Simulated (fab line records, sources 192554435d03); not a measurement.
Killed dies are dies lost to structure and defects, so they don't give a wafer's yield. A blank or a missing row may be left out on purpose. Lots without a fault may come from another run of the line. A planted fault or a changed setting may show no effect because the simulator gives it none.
Split-lot experiment | flow n5_finfet | 7 lots, 39 wafers read, on a route of 1938 steps

THE SPLIT
At N5_BEOL_M14_ETCH_68 (etches SOC in N2/H2, time 450 s), the setting target_depth_a was moved away from the recipe's 9000 angstrom on 12 of the 39 wafers read, by -49.8% to +32.4%. The other wafers ran this setting at the recipe's value.

The reading is taken at the split's own step.

THE READING
SiARC_of_BEOL_M14_COAT_66.thk_nm (the simulator's own value, which no gauge read), in nm, at N5_BEOL_M14_ETCH_68 (etches SOC in N2/H2, time 450 s). The file gives no usual value for it. The 27 wafers here that ran the recipe average 65.7 nm, standard deviation 0.78 nm.

wafer  | tool, chamber at the split | target_depth_a as run, angstrom | against the recipe | SiARC_of_BEOL_M14_COAT_66.thk_nm, nm | against lot-mates on the recipe
L083.1 | rie_diel-01, 1             | 9000                            | recipe             | 65                                   | -
L083.2 | rie_diel-01, 3             | 9000                            | recipe             | 65.2                                 | -
L083.3 | rie_diel-01, 0,1           | 4516                            | -49.8%             | 88                                   | +23.1
L083.4 | rie_diel-01, 0,1           | 4516                            | -49.8%             | 88                                   | +23.1
L083.5 | rie_diel-01, 3             | 9000                            | recipe             | 64.6                                 | -
L083.6 | rie_diel-01, 0             | 4516                            | -49.8%             | 88.4                                 | +23.5
L082.1 | rie_diel-03, 2             | 9000                            | recipe             | 64.4                                 | -
L082.2 | rie_diel-03, 3             | 9000                            | recipe             | 66.8                                 | -
L082.4 | rie_diel-03, 3             | 9000                            | recipe             | 66.8                                 | -
L082.3 | rie_diel-03, 0             | 9000                            | recipe             | 65.4                                 | -
L082.5 | rie_diel-03, 2             | 9000                            | recipe             | 65                                   | -
L082.6 | rie_diel-03, 0             | 9000                            | recipe             | 65.2                                 | -
L088.1 | rie_diel-03, 2             | 11920                           | +32.4%             | 50.2                                 | -15.4
L088.2 | rie_diel-03, 0             | 9000                            | recipe             | 65.4                                 | -
L088.3 | rie_diel-03, 3             | 11920                           | +32.4%             | 51.2                                 | -14.4
L088.4 | rie_diel-03, 2             | 9000                            | recipe             | 64.6                                 | -
L088.5 | rie_diel-03, 3             | 9000                            | recipe             | 66.8                                 | -
L088.6 | rie_diel-03, 0             | 11920                           | +32.4%             | 50.6                                 | -15.0
L087.1 | rie_diel-03, 2             | 5885                            | -34.6%             | 80.2                                 | +14.4
L087.2 | rie_diel-03, 3             | 9000                            | recipe             | 66.8                                 | -
L087.3 | rie_diel-03, 1             | 5885                            | -34.6%             | 79.8                                 | +14.0
L087.4 | rie_diel-03, 0             | 5885                            | -34.6%             | 81                                   | +15.2
L087.5 | rie_diel-03, 2             | 9000                            | recipe             | 64.2                                 | -
L087.6 | rie_diel-03, 3             | 9000                            | recipe             | 66.4                                 | -
L092.1 | rie_diel-01, 2             | 9000                            | recipe             | 66                                   | -
L092.5 | rie_diel-01, 2,0           | 9000                            | recipe             | 65.8                                 | -
L092.6 | rie_diel-01, 2,0           | 9000                            | recipe             | 65.8                                 | -
L091.1 | rie_diel-01, 3,3,1         | 9000                            | recipe             | 65.8                                 | -
L091.5 | rie_diel-01, 3,3,1         | 9000                            | recipe             | 65.8                                 | -
L091.6 | rie_diel-01, 3,3,1         | 9000                            | recipe             | 65.8                                 | -
L091.2 | rie_diel-01, 1,2           | 9000                            | recipe             | 65.6                                 | -
L091.3 | rie_diel-01, 1,2           | 9000                            | recipe             | 65.6                                 | -
L091.4 | rie_diel-01, 2             | 9000                            | recipe             | 66                                   | -
L095.1 | rie_diel-03, 3             | 9000                            | recipe             | 67.2                                 | -
L095.2 | rie_diel-03, 2             | 5745                            | -36.2%             | 81.6                                 | +15.6
L095.3 | rie_diel-03, 1             | 5745                            | -36.2%             | 81.4                                 | +15.4
L095.4 | rie_diel-03, 0             | 5745                            | -36.2%             | 81                                   | +15.0
L095.5 | rie_diel-03, 1             | 9000                            | recipe             | 65                                   | -
L095.6 | rie_diel-03, 2             | 9000                            | recipe             | 65.8                                 | -
Where a row lists several chambers, the file gives one row for several wafers and doesn't say which wafer went through which chamber.

THE FIT
A straight line over all 39 wafers: SiARC_of_BEOL_M14_COAT_66.thk_nm changes by -0.445 nm for each +1% of target_depth_a; r = -1.00; the points scatter about the line by 0.75 nm.
The same after taking each lot's own level away (the mean of its wafers on the recipe; 39 wafers): -0.448 nm for each +1%; r = -1.00; scatter 0.79 nm.
On that fit, the largest move of target_depth_a shifts the reading by 22 nm.
The lots' own levels span 64.93 to 66.00 nm, that is 1.4 times the standard deviation above.
So the lot-to-lot level changes the slope little: the two slopes agree.
Check: with one of the wafers moved furthest among these (-49.8%) left out of the fit, the line predicts +22.1 nm for it against its lot-mates. It came out at +23.1 nm against them.

THE FILE'S OWN FIT
SiARC_of_BEOL_M14_COAT_66.thk_nm changes by -0.447 nm for each +1% of target_depth_a, r = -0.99.
